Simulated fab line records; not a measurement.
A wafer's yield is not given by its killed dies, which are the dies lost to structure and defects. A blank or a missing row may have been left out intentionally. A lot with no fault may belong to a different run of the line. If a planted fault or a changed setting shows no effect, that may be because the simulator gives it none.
Matching of chambers + flow n5_finfet + rie_diel-05 running N5_BEOL_M1_DESCUM_16: 4 sister chambers
The step chemistry O2, time 7 s. 22 wafers are shown with their chamber, then 11 later ones without.

== WAFERS PAIRED WITH THEIR CHAMBERS ==
| wafer  | chamber | drypump_motor_current_A (A) | showerhead_plenum_p_Torr (Torr) | throttle_valve_pct (%) |
|--------|---------|-----------------------------|---------------------------------|------------------------|
| L074.1 | 1       | 6.2                         | 2.13                            | 20.24                  |
| L074.4 | 3       | 5.9                         | 2.19                            | 20.72                  |
| L074.6 | 3       | 5.9                         | 2.19                            | 20.69                  |
| L076.3 | 1       | 6.2                         | 2.13                            | 20.24                  |
| L076.4 | 2       | 5.4                         | 2.15                            | 20.91                  |
| L076.6 | 2       | 5.4                         | 2.15                            | 20.90                  |
| L075.1 | 2       | 5.4                         | 2.15                            | 20.91                  |
| L075.2 | 3       | 5.9                         | 2.19                            | 20.70                  |
| L075.6 | 3       | 5.9                         | 2.19                            | 20.69                  |
| L078.1 | 1       | 6.3                         | 2.13                            | 20.25                  |
| L078.4 | 1       | 6.2                         | 2.12                            | 20.25                  |
| L078.6 | 0       | 5.4                         | 2.01                            | 20.42                  |
| L080.1 | 1       | 6.2                         | 2.12                            | 20.26                  |
| L080.5 | 3       | 5.9                         | 2.19                            | 20.72                  |
| L080.6 | 1       | 6.2                         | 2.12                            | 20.27                  |
| L086.1 | 3       | 5.9                         | 2.18                            | 20.75                  |
| L086.4 | 2       | 5.4                         | 2.15                            | 20.60                  |
| L086.5 | 2       | 5.4                         | 2.15                            | 20.60                  |
| L088.3 | 0       | 5.4                         | 2.01                            | 20.46                  |
| L088.5 | 2       | 5.4                         | 2.15                            | 20.59                  |
| L088.6 | 1       | 6.2                         | 2.12                            | 19.79                  |
| L087.3 | 3       | 5.9                         | 2.18                            | 20.76                  |

SIGNATURES, as means of the wafers listed above
| reading                  | chamber 0 | chamber 1 | chamber 2 | chamber 3 | scatter within a chamber |
|--------------------------|-----------|-----------|-----------|-----------|--------------------------|
| drypump_motor_current_A  | 5.400     | 6.214     | 5.400     | 5.900     | 0.0218                   |
| showerhead_plenum_p_Torr | 2.0100    | 2.1243    | 2.1500    | 2.1871    | 0.00418                  |
| throttle_valve_pct       | 20.4400   | 20.1857   | 20.7517   | 20.7186   | 0.136                    |
Rule: a wafer lies at a distance from a chamber equal to the root of the sum of squares, over the readings, of (its reading less the chamber's mean, divided by the reading's scatter). The wafer belongs to the nearest chamber; if the next one is less than 2 further off, it can't be placed. The scatter: the root of (the sum of the squares of (reading less its chamber's mean) over the shown wafers, divided by (wafers less chambers)).

== WAFERS WITH NO CHAMBER GIVEN ==
| wafer  | drypump_motor_current_A (A) | showerhead_plenum_p_Torr (Torr) | throttle_valve_pct (%) |
|--------|-----------------------------|---------------------------------|------------------------|
| L087.5 | 5.4                         | 2.15                            | 20.60                  |
| L087.6 | 5.9                         | 2.18                            | 20.75                  |
| L090.2 | 5.4                         | 2.00                            | 20.46                  |
| L090.4 | 5.4                         | 2.15                            | 20.60                  |
| L090.6 | 5.9                         | 2.18                            | 20.75                  |
| L095.1 | 6.2                         | 2.12                            | 19.81                  |
| L095.2 | 5.4                         | 2.14                            | 20.61                  |
| L095.3 | 5.9                         | 2.18                            | 20.76                  |
| L097.2 | 5.4                         | 2.00                            | 20.48                  |
| L097.4 | 6.2                         | 2.11                            | 19.82                  |
| L097.6 | 5.9                         | 2.18                            | 20.76                  |

== WHICH CHAMBER EACH ONE RAN IN ==
| wafer  | from the rows above | in truth |
|--------|---------------------|----------|
| L087.5 | 2                   | 2        |
| L087.6 | 3                   | 3        |
| L090.2 | 0                   | 0        |
| L090.4 | 2                   | 2        |
| L090.6 | 3                   | 3        |
| L095.1 | 1                   | 1        |
| L095.2 | 2                   | 2        |
| L095.3 | 3                   | 3        |
| L097.2 | 0                   | 0        |
| L097.4 | 1                   | 1        |
| L097.6 | 3                   | 3        |
Correctly placed: 11 of 11. Can't be placed from these rows: 0. 0 placed wrongly.
